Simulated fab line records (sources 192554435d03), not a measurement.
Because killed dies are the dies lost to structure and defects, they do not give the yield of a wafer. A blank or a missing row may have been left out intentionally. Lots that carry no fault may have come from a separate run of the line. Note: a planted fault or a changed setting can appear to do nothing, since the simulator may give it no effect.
Matching of chambers | flow n5_finfet | ald_metal-04 running N5_BEOL_M6_ALD_77: 4 sister chambers
The step deposits TaN, target thk 2 nm, pulse time 2 s, purge time 3 s. 16 wafers are shown with their chamber, then 8 later ones without.

EACH WAFER AND ITS CHAMBER
wafer  | chamber | heater_power_w (W)
L074.1 | 0       | 422
L074.4 | 1       | 460
L074.5 | 2       | 384
L079.1 | 3       | 377
L079.3 | 2       | 377
L079.6 | 0       | 415
L082.3 | 2       | 383
L082.4 | 1       | 444
L082.5 | 2       | 382
L084.2 | 2       | 379
L084.3 | 0       | 422
L084.6 | 0       | 431
L085.2 | 3       | 378
L085.5 | 1       | 455
L085.6 | 2       | 377
L086.1 | 2       | 379

SIGNATURES (means of the wafers above)
reading        | chamber 0 | chamber 1 | chamber 2 | chamber 3 | scatter within a chamber
heater_power_w | 422.50    | 453.00    | 380.14    | 377.50    | 5.1
Rule: for a wafer and a chamber, the distance is found by dividing, reading by reading, the gap between the wafer's reading and the chamber's mean by the reading's scatter, squaring, summing and taking the root. If the next closest chamber is less than 2 further off than the closest, the wafer can't be placed; otherwise it belongs to the closest. How the scatter is found: for the shown wafers, subtract from each reading the mean of its chamber, square and add these, divide the total by (wafers less chambers), then take the root.

WAFERS WHOSE CHAMBER IS MISSING
wafer  | heater_power_w (W)
L086.3 | 457
L086.5 | 422
L090.2 | 375
L090.3 | 464
L090.5 | 376
L092.1 | 417
L092.2 | 459
L092.3 | 371

WHICH CHAMBER EACH WENT THROUGH
wafer  | from the rows above     | in truth
L086.3 | 1                       | 1
L086.5 | 0                       | 0
L090.2 | can't be placed: 3 or 2 | 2
L090.3 | 1                       | 1
L090.5 | can't be placed: 3 or 2 | 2
L092.1 | 0                       | 0
L092.2 | 1                       | 1
L092.3 | can't be placed: 3 or 2 | 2
Correct placement for 5 of the 8. Not placeable from these rows: 3 (in 3, the candidates include the true chamber). Placed wrongly: 0.
